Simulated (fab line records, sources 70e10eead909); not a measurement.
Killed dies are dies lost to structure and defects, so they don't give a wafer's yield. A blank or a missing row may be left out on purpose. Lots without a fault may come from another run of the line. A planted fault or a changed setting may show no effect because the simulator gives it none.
fab line records | flow nand_harc
record lots=5 wafers=15 last_day=23
route steps=1159 shown A_BLC@992 A_M0@994 END@1159
lots that met no fault: from a run of the same line without faults
start_h: hours from the record's first day to the start of the lot's first wafer shown | wait_h: hours since the lot's step before | " the same as in the row above | L1.1+2: a row that stands for several wafers | - no value, or no start given | * or withheld: withheld | < > ~ a bound
route shown NAME@n: a module of which the file shows steps, and the number in the route of the first | usual: mean/standard deviation of fault-free wafers | same: alike in all rows | chamber/n: place in a boat | sites: the reading at each site | _std_site: their standard deviation | _edge_site: outer sites' mean less inner sites' | radius_mm: how far each site lies from the wafer's centre | mask NAME#n: copy n | behind: the tool/chamber that last shaped the wafer | hold: why the lot was held/for how many hours/how that ended | device: the transistor (n, p or np) that didn't switch | end of line: the same wafers' tests at the end of the route | a step without rows: its recipe alone | killed: dies lost to structure and defects at the first sort, not the wafer's yield | map: a wafer's dies, x killed, . not, _ none there
set.NAME: the setting as run; set.NAME@STEP: as run at that earlier step | model.NAME: the simulator's own value behind a step, which no gauge read
lots at some steps of the route; a table a step, a row a wafer
services: from which hour (start_h, from the record's first day; less than 0 if before it) a tool's chamber was out of use, for how many hours, and why
## steps
# step NHARC_A_BLC_SRD_27
# step NHARC_A_BLC_INSPECT_28
# usual raw_defect_count=424/110
# columns lot.wafer tool chamber start_h wait_h raw_defect_count
L390.4 defect_inspect-01 - 398.67 0.1 473
L390.5 " - " " 579
L390.6 " - " " 408
L396.3 defect_inspect-02 - 426.48 0.1 296
L396.5 " - " " 557
L396.6 " - " " 332
L398.2 defect_inspect-02 - 448.14 0.1 403
L398.3 " - " " 301
L398.6 " - " " 366
L407.2 defect_inspect-01 - 513.65 0.1 535
L407.5 " - " " 360
L407.6 " - " " 481
L410.1 defect_inspect-01 - 518.02 0.1 254
L410.5 " - " " 349
L410.6 " - " " 244
# step NHARC_A_M0_DEP_00
# recipe target_thk_a=1500 target_thk_nm=150 temp_c=withheld pressure_torr=5 flow_sccm=200 rf_w=600 material=SiOC
# step NHARC_A_M0_DEHYDRATE_01
# recipe temp_c=150 time_s=120
# step NHARC_A_M0_HMDS_02
# recipe time_s=30
# step NHARC_A_M0_COAT_33
# recipe temp_c=200 time_s=65
# step NHARC_A_M0_COAT_03
# recipe spin_rpm=1500 resist_thk_nm=90
# step NHARC_A_M0_SOFTBAKE_04
# recipe temp_c=105 time_s=55
# step NHARC_A_M0_EBR_05
# step NHARC_A_M0_EXPOSE_06
# recipe na=1.35 target_cd_nm=80 dose_mj=83.25 mask_id=A_M0
# step NHARC_A_M0_PEB_07
# recipe peb_temp_c=100 peb_time_s=65
# step NHARC_A_M0_DEVELOP_08
# recipe develop_time_s=35 dev_temp_c=23
# columns lot.wafer tool chamber start_h wait_h
L390.4+5+6 litho_track-04 0 399 -
L396.3+5+6 litho_track-06 0 427 -
L398.2+3+6 litho_track-06 0 449 -
L407.2+5+6 litho_track-06 0 514 -
L410.1+5+6 litho_track-04 0 518 -
# step NHARC_A_M0_CD_MEAS_09
# recipe target_cd_nm=80 landing_energy_ev=500
# usual cd_nm=80.0/0.72
# same landing_energy_ev=500
# columns lot.wafer tool chamber start_h wait_h cd_nm
L390.4 cd_sem-03 0 399.58 - 79.9
L390.5 " 0 " " 79.9
L390.6 " 0 " " 79.5
L396.3 cd_sem-02 0 427.62 - 80.9
L396.5 " 0 " " 79.3
L396.6 " 0 " " 79.3
L398.2 cd_sem-01 0 449.14 - 78.2
L398.3 " 0 " " 78.2
L398.6 " 0 " " 78.4
L407.2 cd_sem-03 0 514.74 - 80.8
L407.5 " 0 " " 80.3
L407.6 " 0 " " 81.8
L410.1 cd_sem-03 0 518.93 - 79.7
L410.5 " 0 " " 80.1
L410.6 " 0 " " 79.8
# step NHARC_A_M0_OVL_MEAS_10
# recipe pitch_nm=160
# usual overlay_x_nm=0.0/1 overlay_y_nm=-0.1/0.77
# columns lot.wafer tool chamber start_h wait_h overlay_x_nm overlay_y_nm
L390.4 overlay-02 - 399.66 - 0.0 1.4
L390.5 " - " " -0.4 2.0
L390.6 " - " " -0.3 1.7
L396.3 overlay-01 - 427.70 - -0.6 -0.6
L396.5 " - " " -0.1 -0.4
L396.6 " - " " -0.6 -0.6
L398.2 overlay-01 - 449.23 - 0.0 0.0
L398.3 " - " " -0.5 -0.8
L398.6 " - " " -0.3 -0.5
L407.2 overlay-02 - 514.83 - 0.5 -1.0
L407.5 " - " " 0.4 -0.7
L407.6 " - " " 0.2 -0.8
L410.1 overlay-02 - 519.02 - -0.1 0.1
L410.5 " - " " -0.6 0.0
L410.6 " - " " -0.9 0.4
# step NHARC_A_M0_INSPECT_11
# usual raw_defect_count=29/13
# columns lot.wafer tool chamber start_h wait_h raw_defect_count
L390.4 defect_inspect-02 - 399.70 0.0 15
L390.5 " - " " 6
L390.6 " - " " 10
L396.3 defect_inspect-02 - 427.74 0.0 35
L396.5 " - " " 36
L396.6 " - " " 34
L398.2 defect_inspect-01 - 449.26 0.0 26
L398.3 " - " " 23
L398.6 " - " " 24
L407.2 defect_inspect-02 - 514.86 0.0 42
L407.5 " - " " 41
L407.6 " - " " 26
L410.1 defect_inspect-01 - 519.05 0.0 8
L410.5 " - " " 14
L410.6 " - " " 11
# step NHARC_A_M0_DESCUM_14
# recipe time_s=3 o2_flow_sccm=200 ar_flow_sccm=0 bias_power_w=0 chemistry=O2
# usual drypump_motor_current_A=5.9/0.61 oes_product_au=0.995/0.011 rf_vpp_V=57.8/0.75 showerhead_plenum_p_Torr=1.94/0.068 throttle_valve_pct=11.312/0.0081
# columns lot.wafer tool chamber start_h wait_h drypump_motor_current_A oes_product_au rf_hours_counter_h rf_vpp_V showerhead_plenum_p_Torr throttle_valve_pct model.A_M0.cd_nm
L390.4 rie_diel-05 2 399.77 0.1 5.0 0.990 3 57.8 1.87 11.310 80.6
L390.6 " 1 " " 6.4 1.009 - 57.1 1.95 11.304 79.57
L390.5 " 2 " " 5.0 0.985 - 58.4 1.87 11.312 81.07
L396.3 rie_diel-12 0 427.79 0.1 6.2 0.985 2 56.0 1.87 11.315 80.97
L396.6 " 0 " " 6.2 0.985 - 57.0 1.87 11.306 80.19
L396.5 " 1 " " 5.7 0.986 - 57.1 1.93 11.310 79.27
L398.3 rie_diel-01 3 449.32 0.1 6.5 1.021 9 58.8 1.82 11.311 77.57
L398.2 " 0 " " 6.4 1.004 9 57.5 2.00 11.302 78.42
L398.6 " 3 " " 6.5 1.015 - 57.8 1.82 11.314 77.66
L407.2 rie_diel-05 0 514.93 0.1 6.0 1.000 11 57.6 1.98 11.300 81.28
L407.5 " 3 " " 5.2 0.980 - 58.9 1.99 11.326 80.53
L407.6 " 0 " " 6.0 1.006 - 57.6 1.98 11.314 81.85
L410.1 rie_diel-01 1 519.12 0.1 6.3 0.975 1 59.0 2.00 11.314 80.03
L410.5 " 0 " " 6.3 0.999 - 58.0 2.00 11.313 80.44
L410.6 " 1 " " 6.3 0.987 - 58.1 2.00 11.316 79.62
# step NHARC_A_M0_ETCH_34
# recipe target_depth_a=400 overetch_a=120 time_s=43.94 ion_energy_ev=200 n2_flow_sccm=150 h2_flow_sccm=150 ar_flow_sccm=0 rf_w=400 bias_w=150 chemistry=N2/H2
# usual drypump_motor_current_A=6.0/0.59 oes_product_au=0.997/0.01 rf_vpp_V=431.3/2.1 showerhead_plenum_p_Torr=2.07/0.075 throttle_valve_pct=14.172/0.0091
# columns lot.wafer tool chamber start_h wait_h drypump_motor_current_A oes_product_au rf_hours_counter_h rf_vpp_V showerhead_plenum_p_Torr throttle_valve_pct
L390.4 rie_diel-05 1 399.85 0.1 6.4 1.005 4 432.4 2.08 14.186
L390.5 " 3 " " 5.2 0.980 - 433.1 2.13 14.159
L390.6 " 0 " " 6.1 0.993 - 432.9 2.12 14.173
L396.3 rie_diel-12 1 427.90 0.1 5.8 0.995 3 432.8 2.06 14.169
L396.6 " 2 " " 6.4 0.993 - 435.2 2.19 14.168
L396.5 " 3 " " 6.7 0.994 - 432.8 2.09 14.161
L398.2 rie_diel-01 3 449.41 0.1 6.5 1.008 9 427.8 1.94 14.174
L398.3 " 2 " " 4.9 0.993 9 428.3 2.00 14.165
L398.6 " 3 " " 6.5 1.008 - 428.3 1.94 14.167
L407.2 rie_diel-05 2 515.02 0.1 5.0 0.992 12 428.4 1.99 14.158
L407.6 " 0 " " 6.1 1.007 - 432.0 2.11 14.173
L407.5 " 1 " " 6.4 0.997 - 431.3 2.08 14.175
L410.1 rie_diel-01 2 519.20 0.1 4.8 0.993 1 429.7 2.00 14.174
L410.5 " 1 " " 6.3 0.975 - 433.0 2.14 14.180
L410.6 " 2 " " 4.8 1.001 - 429.3 2.00 14.167
# step NHARC_A_M0_ETCH_15
# recipe target_depth_a=1500 overetch_a=150 time_s=82.5 c4f8_flow_sccm=withheld ar_flow_sccm=400 rf_w=600 bias_w=300 chemistry=C4F8/Ar
# usual oes_product_au=0.946/0.023 rf_vpp_V=441.4/2.3
# columns lot.wafer tool chamber start_h wait_h oes_product_au rf_hours_counter_h rf_vpp_V model.A_M0.cd_nm
L390.4 rie_diel-05 2 - - 0.914 3 436.6 80.23
L390.5 " 1 " " 0.931 - 442.4 81.39
L390.6 " 2 " " 0.911 - 438.8 79
L396.3 rie_diel-12 3 - - 0.969 3 442.5 81.23
L396.5 " 3 " " 0.972 - 443.1 79.38
L396.6 " 0 " " 0.948 - 438.9 80.31
L398.2 rie_diel-01 0 - - 0.941 9 441.9 78.13
L398.3 " 1 " " 0.940 9 443.6 77.43
L398.6 " 0 " " 0.953 - 443.5 77.26
L407.2 rie_diel-05 1 - - 0.974 12 441.6 80.91
L407.6 " 2 " " 0.962 - 439.9 80.99
L407.5 " 3 " " 0.935 - 443.6 79.9
L410.1 rie_diel-01 0 - - 0.953 1 443.1 80.11
L410.6 " 0 " " 0.950 - 442.0 79.45
L410.5 " 1 " " 0.952 - 442.6 80.02
# step NHARC_A_M0_CD_MEAS_16
# usual cd_nm=80.0/0.8
# columns lot.wafer tool chamber start_h wait_h cd_nm
L390.4 cd_sem-01 - 400.06 - 80.3
L390.5 " - " " 81.2
L390.6 " - " " 79.0
L396.3 cd_sem-03 - 428.10 - 81.1
L396.5 " - " " 79.4
L396.6 " - " " 80.2
L398.2 cd_sem-01 - 449.63 - 78.0
L398.3 " - " " 77.6
L398.6 " - " " 77.2
L407.2 cd_sem-02 - 515.23 - 81.0
L407.5 " - " " 80.2
L407.6 " - " " 80.9
L410.1 cd_sem-03 - 519.41 - 79.9
L410.5 " - " " 80.1
L410.6 " - " " 79.2
# step NHARC_A_M0_STRIP_18
# recipe power_w=1000 n2_flow_sccm=150 h2_flow_sccm=150 ar_flow_sccm=0 bias_w=0 chemistry=N2/H2
# usual drypump_motor_current_A=6.0/0.6 oes_product_au=0.995/0.011 rf_vpp_V=90.8/0.83 showerhead_plenum_p_Torr=2.07/0.073 throttle_valve_pct=14.172/0.0089
# columns lot.wafer tool chamber start_h wait_h drypump_motor_current_A oes_product_au rf_hours_counter_h rf_vpp_V showerhead_plenum_p_Torr throttle_valve_pct
L390.4 rie_diel-12 3 400.16 0.1 6.7 0.987 1 89.8 2.09 14.177
L390.5 " 2 " " 6.4 1.000 - 90.4 2.19 14.172
L390.6 " 3 " " 6.7 0.994 - 91.5 2.09 14.175
L396.3 rie_diel-01 2 428.19 0.1 4.9 0.999 8 89.3 2.00 14.169
L396.6 " 1 " " 6.3 0.999 - 92.3 2.14 14.174
L396.5 " 2 " " 4.9 0.997 - 90.6 2.00 14.171
L398.3 rie_diel-12 1 449.70 0.1 5.8 0.986 4 91.7 2.06 14.156
L398.2 " 0 " " 6.2 0.988 3 90.0 1.99 14.168
L398.6 " 2 " " 6.4 1.002 - 90.9 2.19 14.167
L407.2 rie_diel-01 3 515.33 0.1 6.5 1.000 1 90.8 1.94 14.171
L407.6 " 2 " " 4.8 0.993 - 91.1 2.00 14.178
L407.5 " 3 " " 6.5 1.001 - 89.2 1.94 14.162
L410.1 rie_diel-01 3 519.49 0.1 6.5 1.013 1 90.5 1.94 14.172
L410.6 " 3 " " 6.5 1.006 - 90.7 1.94 14.165
L410.5 " 0 " " 6.3 1.006 - 92.0 2.14 14.185
# step NHARC_END_SORT_01
# recipe temp_c=25
# usual defect_limited_yield=95.6/1.6 killed_at_array=26/10 killed_at_other=0.5/0.87 killed_at_periphery=3.0/2.5 killed_dies=29/11 killed_open=3.3/1.9 killed_short=1.8/1.5 sort_bin_2_pct=1.3/0.63 sort_bin_3_pct=0.25/0.22 sort_bin_4_pct=2.8/1.1 sort_n_pass=648/11 sort_rim_yield_pct=96.5/2.6 sort_yield_pct=95.6/1.6
# same gross_dies=677 sort_bin_5_pct[%]=0 sort_bin_6_pct[%]=0 sort_bin_7_pct[%]=0 sort_bin_8_pct[%]=0 sort_rim_n_gross=106.00
# columns lot.wafer tool chamber start_h wait_h defect_limited_yield[%] killed_at_array killed_at_other killed_at_periphery killed_dies killed_open killed_short sort_bin_2_pct[%] sort_bin_3_pct[%] sort_bin_4_pct[%] sort_n_pass sort_rim_yield_pct[%] sort_yield_pct[%]
L410.1 prober-02 0 557.88 2.5 97.5 12 1 4 17 3 3 1.0 0.15 1.3 660 93.4 97.5
L410.5 prober-02 0 561.05 3.7 97.9 14 0 0 14 2 1 0.7 0.15 1.2 663 98.1 97.9
L410.6 prober-02 0 561.84 4.0 97.5 14 1 2 17 4 1 0.3 0.15 2.1 660 98.1 97.5
# killed by level:class
L410.1 P_GATE:chamber_film_flake=3 A_CHANNEL_HOLE_D1:chamber_film_flake=3 A_CONTACT:chamber_film_flake=2 P_M2:geometric_particle:open=1 A_CHANNEL_FILL_D1:geometric_particle:short=1 A_WL_FILL:geometric_particle:open=1 A_M0:geometric_particle:open=1 A_M0:geometric_particle:short=1
L410.5 A_CHANNEL_HOLE_D1:chamber_film_flake=6 A_STAIRCASE:chamber_film_flake=3 A_CONTACT:chamber_film_flake=2 A_CHANNEL_FILL_D1:geometric_particle:open=1 A_WL_FILL:geometric_particle:open=1 A_M0:geometric_particle:short=1
L410.6 A_CHANNEL_HOLE_D1:chamber_film_flake=4 A_STAIRCASE:chamber_film_flake=2 A_SLIT:chamber_film_flake=2 A_CONTACT:chamber_film_flake=2 P_CONTACT:geometric_particle:open=1 A_SOURCE_PLATE:geometric_particle:short=1 A_CHANNEL_FILL_D1:geometric_particle:open=1 A_BLC:geometric_particle:open=1
## services
# columns tool chamber start_h hours kind
rie_diel-12 - 379.43 9.0 pm
rie_diel-05 0 387.95 11.7 repair
rie_diel-01 0 397.34 - clean
rie_diel-01 1 397.34 - clean
rie_diel-01 2 397.34 - clean
rie_diel-01 3 397.34 - clean
rie_diel-01 1 405.93 4.3 repair
rie_diel-01 0 421.84 - clean
rie_diel-01 1 421.84 - clean
rie_diel-01 2 421.84 - clean
rie_diel-01 3 421.84 - clean
rie_diel-05 0 429.66 2.4 repair
rie_diel-01 0 446.34 - clean
rie_diel-01 1 446.34 - clean
rie_diel-01 2 446.34 - clean
rie_diel-01 3 446.34 - clean
litho_track-06 - 467.00 7.0 pm
rie_diel-01 0 470.84 - clean
rie_diel-01 1 470.84 - clean
rie_diel-01 2 470.84 - clean
rie_diel-12 2 487.17 6.4 repair
litho_track-04 - 491.00 7.0 pm
rie_diel-01 - 491.84 9.0 pm
rie_diel-05 - 517.72 9.0 pm
## key
first_sign step=NHARC_A_M0_CD_MEAS_09 reading=cd_nm direction=down sigmas=2.4 usual=80.0 struck=78.3
effect step=NHARC_A_M0_CD_MEAS_16 reading=cd_nm direction=down sigmas=3 usual=80.0 struck=77.6
model_effect step=NHARC_A_M0_DESCUM_14 value=A_M0.cd_nm without=80.26 struck=77.88
model_effect step=NHARC_A_M0_ETCH_15 value=A_M0.cd_nm without=79.99 struck=77.61
met_at NHARC_A_M0_DEVELOP_08
struck_wafers L398.2,L398.3,L398.6
onset_between 427 449
fault kind=process_parameter_drift tool=litho_track-06 chamber=- onset_h=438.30 steps=NHARC_A_M0_DEVELOP_08 channel=develop_time_s offset=* shape=step end_h=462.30 acts_in=* stated=*
